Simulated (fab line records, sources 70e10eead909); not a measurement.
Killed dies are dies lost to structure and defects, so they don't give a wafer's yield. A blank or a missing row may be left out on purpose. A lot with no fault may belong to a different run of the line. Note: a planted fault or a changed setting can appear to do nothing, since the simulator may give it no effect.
Chamber matching :: flow nand_harc :: NHARC_A_STAIRCASE_TRIM_196 on rie_diel-07: 4 sister chambers
The step chemistry O2, time 211.2 s. 16 wafers are shown with their chamber, then 8 later ones without.

WAFERS WITH THEIR CHAMBER
wafer: L229.1
chamber: 1
drypump_motor_current_A (A): 5.0
showerhead_plenum_p_Torr (Torr): 3.62
oes_product_au (a.u.): 1.002

wafer: L229.3
chamber: 2
drypump_motor_current_A (A): 5.3
showerhead_plenum_p_Torr (Torr): 3.66
oes_product_au (a.u.): 1.009

wafer: L229.4
chamber: 3
drypump_motor_current_A (A): 5.3
showerhead_plenum_p_Torr (Torr): 3.48
oes_product_au (a.u.): 0.988

wafer: L233.1
chamber: 1
drypump_motor_current_A (A): 5.0
showerhead_plenum_p_Torr (Torr): 3.61
oes_product_au (a.u.): 1.001

wafer: L233.5
chamber: 0
drypump_motor_current_A (A): 6.2
showerhead_plenum_p_Torr (Torr): 3.73
oes_product_au (a.u.): 0.989

wafer: L233.6
chamber: 3
drypump_motor_current_A (A): 5.3
showerhead_plenum_p_Torr (Torr): 3.48
oes_product_au (a.u.): 0.982

wafer: L238.3
chamber: 2
drypump_motor_current_A (A): 5.3
showerhead_plenum_p_Torr (Torr): 3.64
oes_product_au (a.u.): 1.000

wafer: L238.5
chamber: 2
drypump_motor_current_A (A): 5.2
showerhead_plenum_p_Torr (Torr): 3.64
oes_product_au (a.u.): 0.996

wafer: L238.6
chamber: 3
drypump_motor_current_A (A): 5.3
showerhead_plenum_p_Torr (Torr): 3.47
oes_product_au (a.u.): 0.985

wafer: L240.3
chamber: 3
drypump_motor_current_A (A): 5.3
showerhead_plenum_p_Torr (Torr): 3.47
oes_product_au (a.u.): 1.000

wafer: L240.4
chamber: 1
drypump_motor_current_A (A): 5.0
showerhead_plenum_p_Torr (Torr): 3.60
oes_product_au (a.u.): 0.990

wafer: L240.5
chamber: 2
drypump_motor_current_A (A): 5.2
showerhead_plenum_p_Torr (Torr): 3.64
oes_product_au (a.u.): 0.992

wafer: L245.1
chamber: 0
drypump_motor_current_A (A): 6.2
showerhead_plenum_p_Torr (Torr): 3.71
oes_product_au (a.u.): 0.983

wafer: L245.3
chamber: 1
drypump_motor_current_A (A): 5.0
showerhead_plenum_p_Torr (Torr): 3.59
oes_product_au (a.u.): 1.003

wafer: L245.6
chamber: 0
drypump_motor_current_A (A): 6.1
showerhead_plenum_p_Torr (Torr): 3.71
oes_product_au (a.u.): 0.982

wafer: L246.4
chamber: 1
drypump_motor_current_A (A): 5.1
showerhead_plenum_p_Torr (Torr): 3.59
oes_product_au (a.u.): 0.990

SIGNATURES (means of the wafers above)
reading: drypump_motor_current_A
chamber 0: 6.167
chamber 1: 5.020
chamber 2: 5.250
chamber 3: 5.300
scatter within a chamber: 0.0453

reading: showerhead_plenum_p_Torr
chamber 0: 3.7167
chamber 1: 3.6020
chamber 2: 3.6450
chamber 3: 3.4750
scatter within a chamber: 0.0106

reading: oes_product_au
chamber 0: 0.98467
chamber 1: 0.99720
chamber 2: 0.99925
chamber 3: 0.98875
scatter within a chamber: 0.00676
Rule: for a wafer and a chamber, the distance is found by dividing, reading by reading, the gap between the wafer's reading and the chamber's mean by the reading's scatter, squaring, summing and taking the root. If the next closest chamber is less than 2 further off than the closest, the wafer can't be placed; otherwise it belongs to the closest. The scatter: take each reading less its chamber's mean, square it, sum over the shown wafers, divide by the number of wafers less the number of chambers, and take the root.

WAFERS WITH NO CHAMBER GIVEN
wafer: L246.5
drypump_motor_current_A (A): 5.3
showerhead_plenum_p_Torr (Torr): 3.46
oes_product_au (a.u.): 0.997

wafer: L246.6
drypump_motor_current_A (A): 6.2
showerhead_plenum_p_Torr (Torr): 3.71
oes_product_au (a.u.): 0.990

wafer: L248.1
drypump_motor_current_A (A): 6.2
showerhead_plenum_p_Torr (Torr): 3.70
oes_product_au (a.u.): 1.000

wafer: L248.3
drypump_motor_current_A (A): 5.0
showerhead_plenum_p_Torr (Torr): 3.59
oes_product_au (a.u.): 0.993

wafer: L248.4
drypump_motor_current_A (A): 5.3
showerhead_plenum_p_Torr (Torr): 3.63
oes_product_au (a.u.): 1.001

wafer: L249.1
drypump_motor_current_A (A): 5.3
showerhead_plenum_p_Torr (Torr): 3.62
oes_product_au (a.u.): 0.997

wafer: L249.3
drypump_motor_current_A (A): 6.2
showerhead_plenum_p_Torr (Torr): 3.70
oes_product_au (a.u.): 0.988

wafer: L249.5
drypump_motor_current_A (A): 5.3
showerhead_plenum_p_Torr (Torr): 3.45
oes_product_au (a.u.): 0.996

CHAMBER TAKEN BY EACH
wafer: L246.5
from the rows above: 3
in truth: 3

wafer: L246.6
from the rows above: 0
in truth: 0

wafer: L248.1
from the rows above: 0
in truth: 0

wafer: L248.3
from the rows above: 1
in truth: 1

wafer: L248.4
from the rows above: 2
in truth: 2

wafer: L249.1
from the rows above: 2
in truth: 2

wafer: L249.3
from the rows above: 0
in truth: 0

wafer: L249.5
from the rows above: 3
in truth: 3
Placed correctly: 8 of 8. Number that these rows cannot place: 0. Placed wrongly: 0.
